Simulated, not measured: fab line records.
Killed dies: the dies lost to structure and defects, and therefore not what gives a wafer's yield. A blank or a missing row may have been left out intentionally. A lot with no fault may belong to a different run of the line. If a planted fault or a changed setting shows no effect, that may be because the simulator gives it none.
The tool behind it: which one? / flow n5_finfet / 29 wafers from 10 lots sampled at 4 of the route's 1938 steps

WHAT THE GAUGES SHOWED, per wafer
N5_BEOL_M9_CD_MEAS_28: target cd 70 nm. Usual: 69.8 nm for cd_nm, sd 0.32.
lot=L453; measured=day 11 10:08; on=cd_sem-02; cd_nm (nm)=69.8 70.1 69.9; flag=
lot=L455; measured=day 11 13:54; on=cd_sem-01; cd_nm (nm)=69.6 70.0 69.3; flag=
lot=L457; measured=day 11 23:23; on=cd_sem-01; cd_nm (nm)=70.1 70.4 69.9; flag=
lot=L458; measured=day 12 21:46; on=cd_sem-02; cd_nm (nm)=70.0 69.7 70.3; flag=
lot=L460; measured=day 13 03:50; on=cd_sem-02; cd_nm (nm)=69.4 69.8 70.1; flag=
lot=L463; measured=day 13 21:41; on=cd_sem-02; cd_nm (nm)=69.9 69.9 69.5; flag=
lot=L461; measured=day 13 21:52; on=cd_sem-01; cd_nm (nm)=69.4 69.7 69.7; flag=
lot=L466; measured=day 14 20:03; on=cd_sem-01; cd_nm (nm)=69.9 70.0 70.0; flag=
lot=L467; measured=day 15 04:41; on=cd_sem-01; cd_nm (nm)=69.5 69.2 69.6; flag=
lot=L470; measured=day 15 22:56; on=cd_sem-01; cd_nm (nm)=69.7 69.4; flag=

N5_BEOL_M9_OVL_MEAS_29. Usual: V8_OVL gives 0.1 nm (standard deviation 0.66).
lot=L453; measured=day 11 10:29; on=overlay-02; V8_OVL (nm)=-1.3 -1.5 -1.4; flag=
lot=L455; measured=day 11 13:56; on=overlay-02; V8_OVL (nm)=0.8 0.3 0.4; flag=
lot=L457; measured=day 11 23:25; on=overlay-02; V8_OVL (nm)=0.8 0.9 -0.6; flag=
lot=L458; measured=day 12 21:50; on=overlay-02; V8_OVL (nm)=0.8 0.3 1.8; flag=
lot=L460; measured=day 13 03:52; on=overlay-02; V8_OVL (nm)=0.7 -0.8 -0.3; flag=
lot=L463; measured=day 13 21:43; on=overlay-02; V8_OVL (nm)=-0.2 1.0 0.0; flag=
lot=L461; measured=day 13 21:53; on=overlay-02; V8_OVL (nm)=4.3 5.0 4.6; flag=OFF
lot=L466; measured=day 14 20:05; on=overlay-02; V8_OVL (nm)=3.7 4.0 4.0; flag=OFF
lot=L467; measured=day 15 04:43; on=overlay-02; V8_OVL (nm)=0.4 0.3 0.9; flag=
lot=L470; measured=day 15 22:58; on=overlay-02; V8_OVL (nm)=-1.0 0.2; flag=

WHICH TOOL RAN EACH LOT (tool, then ch and the chambers of the sampled wafers, then the start)
lot=L453; N5_BEOL_M9_ETCH_62=rie_diel-01 ch 0,1,2, day 11 08:14; N5_BEOL_M9_EXPOSE_25=euv_scanner-02 ch 0, day 11 10:00
lot=L455; N5_BEOL_M9_ETCH_62=rie_diel-01 ch 0,1, day 11 12:01; N5_BEOL_M9_EXPOSE_25=euv_scanner-02 ch 0, day 11 13:46
lot=L457; N5_BEOL_M9_ETCH_62=rie_diel-01 ch 0,1,3, day 11 20:42; N5_BEOL_M9_EXPOSE_25=euv_scanner-01 ch 0, day 11 23:16
lot=L458; N5_BEOL_M9_ETCH_62=rie_diel-04 ch 1,3, day 12 20:15; N5_BEOL_M9_EXPOSE_25=euv_scanner-02 ch 0, day 12 21:38
lot=L460; N5_BEOL_M9_ETCH_62=rie_diel-01 ch 0,1,2, day 13 02:08; N5_BEOL_M9_EXPOSE_25=euv_scanner-02 ch 0, day 13 03:43
lot=L463; N5_BEOL_M9_ETCH_62=rie_diel-03 ch 0,1,2, day 13 18:26; N5_BEOL_M9_EXPOSE_25=euv_scanner-01 ch 0, day 13 21:34
lot=L461; N5_BEOL_M9_ETCH_62=rie_diel-03 ch 1,2, day 13 19:27; N5_BEOL_M9_EXPOSE_25=euv_scanner-02 ch 0, day 13 21:44
lot=L466; N5_BEOL_M9_ETCH_62=rie_diel-04 ch 0,1,3, day 14 18:46; N5_BEOL_M9_EXPOSE_25=euv_scanner-02 ch 0, day 14 19:55
lot=L467; N5_BEOL_M9_ETCH_62=rie_diel-04 ch 0,1,3, day 15 03:44; N5_BEOL_M9_EXPOSE_25=euv_scanner-01 ch 0, day 15 04:34
lot=L470; N5_BEOL_M9_ETCH_62=rie_diel-04 ch 0,3, day 15 17:33; N5_BEOL_M9_EXPOSE_25=euv_scanner-01 ch 0, day 15 22:49
- N5_BEOL_M9_ETCH_62: etches SOC in N2/H2, target depth 110 nm, overetch 22 nm, time 165 s.
- N5_BEOL_M9_EXPOSE_25: exposes mask V8.

AS READ BY THE TOOLS THEMSELVES (means over the sampled wafers that have a number; for cases with no such wafer, the mark the record gives instead)
N5_BEOL_M9_ETCH_62. Usual: chamber_pressure_mTorr 29.997 mTorr (standard deviation 0.024); drypump_motor_current_A 5.5 A (standard deviation 0.46); n2_flow_sccm 199.9 sccm (standard deviation 0.68); oes_product_au 0.68 a.u. (standard deviation 0.065); rf_vpp_V 523.9 V (standard deviation 2.8); showerhead_plenum_p_Torr 2.54 Torr (standard deviation 0.092); throttle_valve_pct 17.83 % (standard deviation 0.3).
lot=L453; tool=rie_diel-01; chamber_pressure_mTorr (mTorr)=29.983; drypump_motor_current_A (A)=5.3; n2_flow_sccm (sccm)=199.7; oes_product_au (a.u.)=0.71; rf_vpp_V (V)=523.1; showerhead_plenum_p_Torr (Torr)=2.52; throttle_valve_pct (%)=17.81; flag=
lot=L455; tool=rie_diel-01; chamber_pressure_mTorr (mTorr)=30.013; drypump_motor_current_A (A)=5.3; n2_flow_sccm (sccm)=199.6; oes_product_au (a.u.)=0.72; rf_vpp_V (V)=524.8; showerhead_plenum_p_Torr (Torr)=2.60; throttle_valve_pct (%)=17.85; flag=
lot=L457; tool=rie_diel-01; chamber_pressure_mTorr (mTorr)=29.985; drypump_motor_current_A (A)=5.4; n2_flow_sccm (sccm)=199.8; oes_product_au (a.u.)=0.71; rf_vpp_V (V)=525.1; showerhead_plenum_p_Torr (Torr)=2.56; throttle_valve_pct (%)=17.72; flag=
lot=L458; tool=rie_diel-04; chamber_pressure_mTorr (mTorr)=29.981; drypump_motor_current_A (A)=6.2; n2_flow_sccm (sccm)=199.7; oes_product_au (a.u.)=0.62; rf_vpp_V (V)=523.1; showerhead_plenum_p_Torr (Torr)=2.54; throttle_valve_pct (%)=18.10; flag=
lot=L460; tool=rie_diel-01; chamber_pressure_mTorr (mTorr)=29.984; drypump_motor_current_A (A)=5.3; n2_flow_sccm (sccm)=200.3; oes_product_au (a.u.)=0.69; rf_vpp_V (V)=522.5; showerhead_plenum_p_Torr (Torr)=2.51; throttle_valve_pct (%)=17.85; flag=
lot=L463; tool=rie_diel-03; chamber_pressure_mTorr (mTorr)=29.999; drypump_motor_current_A (A)=5.2; n2_flow_sccm (sccm)=200.0; oes_product_au (a.u.)=0.68; rf_vpp_V (V)=524.6; showerhead_plenum_p_Torr (Torr)=2.58; throttle_valve_pct (%)=17.80; flag=
lot=L461; tool=rie_diel-03; chamber_pressure_mTorr (mTorr)=29.982; drypump_motor_current_A (A)=5.4; n2_flow_sccm (sccm)=200.3; oes_product_au (a.u.)=0.62; rf_vpp_V (V)=523.5; showerhead_plenum_p_Torr (Torr)=2.53; throttle_valve_pct (%)=18.04; flag=
lot=L466; tool=rie_diel-04; chamber_pressure_mTorr (mTorr)=29.993; drypump_motor_current_A (A)=5.8; n2_flow_sccm (sccm)=199.9; oes_product_au (a.u.)=0.65; rf_vpp_V (V)=524.4; showerhead_plenum_p_Torr (Torr)=2.54; throttle_valve_pct (%)=18.01; flag=
lot=L467; tool=rie_diel-04; chamber_pressure_mTorr (mTorr)=29.992; drypump_motor_current_A (A)=5.8; n2_flow_sccm (sccm)=199.6; oes_product_au (a.u.)=0.65; rf_vpp_V (V)=524.5; showerhead_plenum_p_Torr (Torr)=2.54; throttle_valve_pct (%)=18.03; flag=
lot=L470; tool=rie_diel-04; chamber_pressure_mTorr (mTorr)=29.989; drypump_motor_current_A (A)=5.8; n2_flow_sccm (sccm)=199.4; oes_product_au (a.u.)=0.66; rf_vpp_V (V)=523.6; showerhead_plenum_p_Torr (Torr)=2.55; throttle_valve_pct (%)=18.12; flag=

THE ANSWER, worked out from the rows above alone
Rule: lot off if the mean of its wafers having a number is beyond 3 standard deviations from the usual mean. A lot without any number at a reading at which 4 lots or more have one is off too. Any other lot the step has rows for is counted as sound. Order of review: gauges by route order, followed by the tools' own readings, for which a lot's mean as printed above is used. At the first step where some lot is off, the reading lying furthest off is the one used; lots without a number count as furthest.
Off: L461, L466, seen at N5_BEOL_M9_OVL_MEAS_29 (V8_OVL).
A tool fits if, at a process step before that reading, it ran every lot that is off, and no sound lot after the first of them. The gauges at N5_BEOL_M9_OVL_MEAS_29 are tried like those tools. One fits: N5_BEOL_M9_EXPOSE_25 on euv_scanner-02. Its last sound lot is L460 (day 13 03:43), its first lot that is off L461 (day 13 21:44): a fault that began between those two fits.

WHAT THE SIMULATOR PUT IN
Scanner matching overlay: euv_scanner-02, from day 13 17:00 on, at N5_BEOL_M9_EXPOSE_25. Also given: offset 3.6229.
Struck lots among those shown: L461, L466. The rule given above showed the same thing.
